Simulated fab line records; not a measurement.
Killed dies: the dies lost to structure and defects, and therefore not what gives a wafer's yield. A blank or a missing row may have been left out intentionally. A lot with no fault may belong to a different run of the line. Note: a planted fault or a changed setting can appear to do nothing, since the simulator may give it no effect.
Chamber matching | flow n5Finfet | aldMetal-01 running N5_HKMG_FIN_ALD_21: 4 sister chambers
The step deposits TiN, target thk 1.5 nm, pulse time 1 s, purge time 3 s. 20 wafers are shown with their chamber, then 10 later ones without.

== WAFERS, EACH WITH ITS CHAMBER ==
wafer  | chamber | heaterPowerW (W) | precursorPulseHeightRel
L076.1 | 3       | 856              | 0.994
L076.3 | 0       | 920              | 1.016
L076.5 | 3       | 866              | 0.965
L077.1 | 2       | 879              | 0.989
L077.2 | 3       | 860              | 0.973
L077.5 | 3       | 868              | 0.994
L078.1 | 2       | 879              | 1.013
L078.2 | 3       | 857              | 1.009
L078.3 | 0       | 908              | 1.043
L078.4 | 0       | 928              | 0.989
L078.5 | 3       | 857              | 0.981
L078.6 | 2       | 880              | 1.017
L082.2 | 3       | 879              | 1.032
L082.3 | 0       | 908              | 0.993
L082.6 | 0       | 909              | 0.994
L083.3 | 1       | 867              | 1.007
L083.4 | 3       | 884              | 1.005
L083.5 | 0       | 927              | 0.995
L084.4 | 3       | 855              | 1.003
L084.5 | 1       | 860              | 1.046

SIGNATURES (averages over the wafers above)
reading                 | chamber 0 | chamber 1 | chamber 2 | chamber 3 | scatter within a chamber
heaterPowerW            | 916.67    | 863.50    | 879.33    | 864.67    | 9.29
precursorPulseHeightRel | 1.00500   | 1.02650   | 1.00633   | 0.99511   | 0.0205
Rule: a wafer lies at a distance from a chamber equal to the root of the sum of squares, over the readings, of (its reading less the chamber's mean, divided by the reading's scatter). The wafer belongs to the nearest chamber; if the next one is less than 2 further off, it can't be placed. How the scatter is found: for the shown wafers, subtract from each reading the mean of its chamber, square and add these, divide the total by (wafers less chambers), then take the root.

== WAFERS WHOSE CHAMBER IS MISSING ==
wafer  | heaterPowerW (W) | precursorPulseHeightRel
L084.6 | 939              | 0.971
L090.1 | 846              | 0.977
L090.2 | 826              | 1.017
L090.3 | 851              | 0.978
L090.4 | 911              | 0.989
L090.5 | 867              | 0.985
L090.6 | 848              | 1.022
L095.1 | 850              | 0.982
L095.4 | 919              | 0.997
L095.5 | 873              | 0.988

== CHAMBER TAKEN BY EACH ==
wafer  | from the rows above          | in truth
L084.6 | 0                            | 0
L090.1 | can't be placed: 3 or 1 or 2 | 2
L090.2 | can't be placed: 1 or 3 or 2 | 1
L090.3 | can't be placed: 3 or 1 or 2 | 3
L090.4 | 0                            | 0
L090.5 | can't be placed: 3 or 2 or 1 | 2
L090.6 | can't be placed: 1 or 3 or 2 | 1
L095.1 | can't be placed: 3 or 1 or 2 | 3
L095.4 | 0                            | 0
L095.5 | can't be placed: 3 or 2 or 1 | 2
Correct placement for 3 of the 10. Cannot be placed on the basis of these rows: 7; the candidates contain the true chamber in 7. Placed wrongly: 0.
